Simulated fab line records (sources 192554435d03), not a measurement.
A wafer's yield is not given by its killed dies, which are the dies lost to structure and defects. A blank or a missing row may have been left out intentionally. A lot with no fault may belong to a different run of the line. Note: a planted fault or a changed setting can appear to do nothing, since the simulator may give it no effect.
Matching of chambers ; flow n5 finfet ; N5_BEOL_M15_TRENCH_ETCH_34 on rie diel-04 has 4 sister chambers
The step etches SiO2 in C4F8/O2/Ar, target depth 872.93 nm, time 199 s. 22 wafers are shown with their chamber, then 11 later ones without.

## WAFERS PAIRED WITH THEIR CHAMBERS
wafer;chamber;rf vpp V (V);showerhead plenum p Torr (Torr);throttle valve pct (%)
L074.2;1;2232;3.60;31.02
L074.3;3;2240;3.63;30.80
L074.5;1;2231;3.61;31.03
L075.2;1;2230;3.60;31.03
L075.3;3;2239;3.63;30.78
L075.4;3;2240;3.63;30.79
L077.1;1;2231;3.60;31.04
L077.2;0;2167;3.43;30.91
L077.3;2;2262;3.64;30.58
L079.1;2;2262;3.63;30.58
L079.4;1;2229;3.60;31.04
L079.5;3;2241;3.63;30.81
L081.1;3;2240;3.62;30.82
L081.3;0;2168;3.42;30.91
L081.6;0;2167;3.42;30.91
L084.2;3;2240;3.62;30.83
L084.3;2;2261;3.63;30.58
L084.6;2;2261;3.63;30.60
L085.1;1;2229;3.59;31.05
L085.2;2;2259;3.63;30.60
L085.3;0;2165;3.42;30.92
L088.1;0;2166;3.42;30.91

SIGNATURES, as means of the wafers listed above
reading;chamber 0;chamber 1;chamber 2;chamber 3;scatter within a chamber
rf vpp V;2166.60;2230.33;2261.00;2240.00;1.07
showerhead plenum p Torr;3.4220;3.6000;3.6320;3.6267;0.00524
throttle valve pct;30.9120;31.0350;30.5880;30.8050;0.0126
Rule: distance of a wafer from a chamber = root of the sum over the readings of ((wafer's reading minus chamber's mean) / reading's scatter) squared. If the next closest chamber is less than 2 further off than the closest, the wafer can't be placed; otherwise it belongs to the closest. The scatter: the root of (the sum of the squares of (reading less its chamber's mean) over the shown wafers, divided by (wafers less chambers)).

## WAFERS WITHOUT THEIR CHAMBER
wafer;rf vpp V (V);showerhead plenum p Torr (Torr);throttle valve pct (%)
L088.4;2239;3.62;30.82
L088.5;2165;3.42;30.91
L087.3;2166;3.42;30.94
L087.4;2230;3.59;31.05
L087.5;2239;3.62;30.83
L090.3;2260;3.62;30.58
L090.4;2237;3.62;30.83
L090.5;2260;3.62;30.60
L092.1;2166;3.41;30.93
L092.2;2230;3.58;31.04
L092.5;2166;3.41;30.92

## CHAMBER TAKEN BY EACH
wafer;from the rows above;in truth
L088.4;3;3
L088.5;0;0
L087.3;0;0
L087.4;1;1
L087.5;3;3
L090.3;2;2
L090.4;3;3
L090.5;2;2
L092.1;0;0
L092.2;1;1
L092.5;0;0
Correctly placed: 11 of 11. Number that these rows cannot place: 0. Wrongly placed: 0.
